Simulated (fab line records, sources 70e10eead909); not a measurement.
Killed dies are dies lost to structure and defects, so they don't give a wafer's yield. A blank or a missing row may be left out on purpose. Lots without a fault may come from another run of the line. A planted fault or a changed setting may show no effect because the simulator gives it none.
fab line records | flow nand_harc
record lots=7 wafers=21 last_day=33
route steps=1302 shown P_CONTACT@217
lots that met no fault: from a run of the same line without faults
start_h: hours from the record's first day to the start of the lot's first wafer shown | wait_h: hours since the lot's step before | " the same as in the row above | L1.1+2: a row that stands for several wafers | - no value, or no start given | * or withheld: withheld | < > ~ a bound
route shown NAME@n: a module of which the file shows steps, and the number in the route of the first | usual: mean/standard deviation of fault-free wafers | same: alike in all rows | chamber/n: place in a boat | sites: the reading at each site | _std_site: their standard deviation | _edge_site: outer sites' mean less inner sites' | radius_mm: how far each site lies from the wafer's centre | mask NAME#n: copy n | behind: the tool/chamber that last shaped the wafer | hold: why the lot was held/for how many hours/how that ended | device: the transistor (n, p or np) that didn't switch | end of line: the same wafers' tests at the end of the route | a step without rows: its recipe alone | killed: dies lost to structure and defects at the first sort, not the wafer's yield | map: a wafer's dies, x killed, . not, _ none there
set.NAME: the setting as run; set.NAME@STEP: as run at that earlier step | model.NAME: the simulator's own value behind a step, which no gauge read
lots at some steps of the route; a table a step, a row a wafer
services: from which hour (start_h, from the record's first day; less than 0 if before it) a tool's chamber was out of use, for how many hours, and why
## steps
# step NHARC_P_CONTACT_DEP_30
# recipe target_thk_a=300 temp_c=400 target_thk_nm=30 flow_sccm=200 rf_w=450 material=SiNx
# usual heater_power_w=706/89
# columns lot.wafer tool chamber start_h wait_h heater_power_w since_wet_clean_h
L615.3 pecvd-03 2 170.30 0.1 629 153
L615.5 " 0 " " 709 -
L615.4 " 2 " " 655 -
L620.2 pecvd-02 0 224.37 0.1 796 165
L620.1 " 2 " " 590 165
L620.6 " 1 " " 696 -
L621.3 pecvd-03 2 224.99 0.1 661 27
L621.2 " 0 " " 644 27
L621.6 " 2 " " 659 -
L622.1 pecvd-04 2 239.76 0.1 860 138
L622.6 " 1 " " 769 -
L622.5 " 0 " " 719 -
L629.6 pecvd-03 2 303.29 0.2 665 -
L629.4 " 0 " " 633 -
L629.5 " 1 " " 728 -
L630.1 pecvd-04 2 326.13 0.1 711 44
L630.4 " 2 " " 702 -
L630.6 " 1 " " 754 -
L632.1 pecvd-04 0 339.71 0.1 589 57
L632.4 " 0 " " 580 -
L632.5 " 1 " " 854 -
# step NHARC_P_CONTACT_DEP_00
# recipe target_thk_a=5000 temp_c=400 pressure_torr=6.5 rf_w=900 teos_flow_sccm=161.4 flow_sccm=2650 target_thk_nm=500 gas=O2 material=SiO2
# usual heater_power_w=538/85 throttle_valve_pct=16.0/0.47
# columns lot.wafer tool chamber start_h wait_h heater_power_w since_wet_clean_h throttle_valve_pct
L615.3 pecvd-03 2 - - 426 153 16.1
L615.5 " 0 " " 496 - 16.5
L615.4 " 2 " " 442 - 16.2
L620.2 pecvd-02 0 - - 621 166 16.1
L620.1 " 2 " " 457 166 16.2
L620.6 " 1 " " 606 - 16.8
L621.3 pecvd-03 2 - - 418 27 16.1
L621.2 " 0 " " 471 27 16.1
L621.6 " 2 " " 450 - 15.7
L622.1 pecvd-04 2 - - 547 139 15.9
L622.6 " 1 " " 674 - 17.3
L622.5 " 0 " " 476 - 16.8
L629.6 pecvd-03 2 303.55 0.2 536 - 16.3
L629.4 " 0 " " 503 - 16.4
L629.5 " 1 " " 534 - 15.4
L630.1 pecvd-04 2 - - 602 44 15.4
L630.4 " 2 " " 630 - 15.1
L630.6 " 1 " " 650 - 16.2
L632.1 pecvd-04 0 - - 540 57 16.1
L632.4 " 0 " " 415 - 16.2
L632.5 " 1 " " 673 - 16.3
# step NHARC_P_CONTACT_CMP_01
# recipe target_thk_nm=200 material=SiO2
# usual motor_current_A=12.3/0.72
# columns lot.wafer tool chamber start_h wait_h motor_current_A
L615.4 cmp-01 3 170.94 - 10.9
L615.3 " 2 " " 12.0
L615.5 " 0 " " 12.5
L620.1 cmp-04 3 225.08 - 12.7
L620.2 " 1 " " 12.4
L620.6 " 0 " " 13.0
L621.2 cmp-01 0 225.73 - 12.4
L621.3 " 2 " " 12.3
L621.6 " 3 " " 12.8
L622.1 cmp-04 1 240.48 - 12.2
L622.5 " 3 " " 12.5
L622.6 " 0 " " 12.4
L629.4 cmp-04 1 303.95 - 12.8
L629.5 " 3 " " 12.7
L629.6 " 0 " " 12.7
L630.4 cmp-02 3 326.87 - 10.9
L630.1 " 1 " " 13.0
L630.6 " 2 " " 11.8
L632.1 cmp-02 0 340.43 - 13.2
L632.4 " 1 " " 12.4
L632.5 " 3 " " 10.2
# step NHARC_P_CONTACT_SRD_03
# step NHARC_P_CONTACT_DEHYDRATE_04
# recipe temp_c=150 time_s=120
# step NHARC_P_CONTACT_HMDS_05
# recipe time_s=30
# step NHARC_P_CONTACT_COAT_33
# recipe temp_c=260 time_s=75
# step NHARC_P_CONTACT_COAT_34
# recipe temp_c=225 time_s=65
# step NHARC_P_CONTACT_COAT_06
# recipe spin_rpm=1500 resist_thk_nm=90
# step NHARC_P_CONTACT_SOFTBAKE_07
# recipe temp_c=105 time_s=55
# step NHARC_P_CONTACT_EBR_08
# step NHARC_P_CONTACT_EXPOSE_09
# recipe na=1.35 target_cd_nm=90 dose_mj=81.26 mask_id=P_CA
# usual exposure_dose_mJ_cm2=81.8/0.81 focus_offset_nm=0.0/0.54
# columns lot.wafer tool chamber start_h wait_h mask exposure_dose_mJ_cm2 focus_offset_nm
L615.3 arfi_scanner-02 0 171.51 - P_CA#0 82.7 0.4
L615.4 " 0 " " P_CA#0 82.7 -0.5
L615.5 " 0 " " P_CA#0 82.8 -0.7
L620.1 arfi_scanner-03 - 225.64 - P_CA#0 - -
L620.2 " - " " P_CA#0 - -
L620.6 " - " " P_CA#0 - -
L621.2 arfi_scanner-02 - 226.43 - P_CA#0 - -
L621.3 " - " " P_CA#0 - -
L621.6 " - " " P_CA#0 - -
L622.1 arfi_scanner-03 - 241.15 - P_CA#0 - -
L622.5 " - " " P_CA#0 - -
L622.6 " - " " P_CA#0 - -
L629.4 arfi_scanner-03 0 304.60 - P_CA#0 81.0 -0.2
L629.5 " 0 " " P_CA#0 81.0 0.6
L629.6 " 0 " " P_CA#0 81.0 0.3
L630.1 arfi_scanner-01 0 327.53 - P_CA#0 81.2 -0.4
L630.4 " 0 " " P_CA#0 81.3 -1.0
L630.6 " 0 " " P_CA#0 81.3 -0.9
L632.1 arfi_scanner-03 0 341.08 - P_CA#0 81.0 -0.2
L632.4 " 0 " " P_CA#0 81.1 -0.2
L632.5 " 0 " " P_CA#0 81.1 -0.5
# step NHARC_P_CONTACT_PEB_10
# recipe peb_temp_c=100 peb_time_s=65
## services
# columns tool chamber start_h hours kind
pecvd-03 - 185.25 13.0 pm
arfi_scanner-03 - 187.54 0.3 repair
cmp-01 - 193.98 4.0 pm
arfi_scanner-03 - 196.00 4.0 pm
cmp-02 - 196.19 0.5 repair
cmp-01 - 209.50 0.9 repair
pecvd-02 - 218.20 0.9 repair
pecvd-02 - 227.00 13.0 pm
pecvd-04 0 228.27 3.9 repair
cmp-04 - 232.08 4.0 pm
cmp-02 - 232.50 4.0 pm
arfi_scanner-02 - 236.52 0.5 repair
cmp-01 - 253.87 0.5 repair
pecvd-04 - 269.51 13.0 pm
cmp-02 - 269.85 1.0 repair
arfi_scanner-03 - 275.21 0.3 repair
cmp-01 - 291.98 4.0 pm
pecvd-04 - 294.63 0.5 repair
pecvd-02 1 299.59 17.3 repair
arfi_scanner-02 - 305.62 2.4 repair
arfi_scanner-02 - 312.00 4.0 pm
cmp-01 - 319.36 1.2 repair
pecvd-02 - 325.61 0.9 repair
cmp-04 - 330.08 4.0 pm
## key
first_sign step=NHARC_P_CONTACT_EXPOSE_09 reading=tool_record direction=missing
effect none on later readings
met_at NHARC_P_CONTACT_EXPOSE_09
struck_wafers L620.1,L620.2,L620.6,L621.2,L621.3,L621.6,L622.1,L622.5,L622.6
rows_end L621.2,L622.1,L622.5,L622.6
later_rows_left_out L620.1,L620.2,L620.6,L621.3,L621.6
sort_left_out L620.1,L620.2,L620.6,L621.3,L621.6
tester_left_out L620,L621
onset_between 171.51 225.64
fault kind=skipped_step_whole tool=arfi_scanner-02,arfi_scanner-03 chamber=- onset_h=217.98 steps=NHARC_P_CONTACT_EXPOSE_09 scope=struck_lots_only
# tester_left_out: of these lots the tester's yield and bins aren't shown, on N5 and GAA mostly nor the transistor test; their killed dies are dies lost to structure and defects alone, not to doping, threshold or leakage, so they don't give the yield
# sort_left_out: the simulated sort isn't trusted on such a fault, so these wafers' sort isn't shown, and their yield isn't known
# later_rows_left_out: the simulator's readings of these wafers behind a module that went badly wrong aren't trusted and aren't shown, but for the sort
# rows_end: these wafers met a further fault down the route, and their rows from its step on are left out
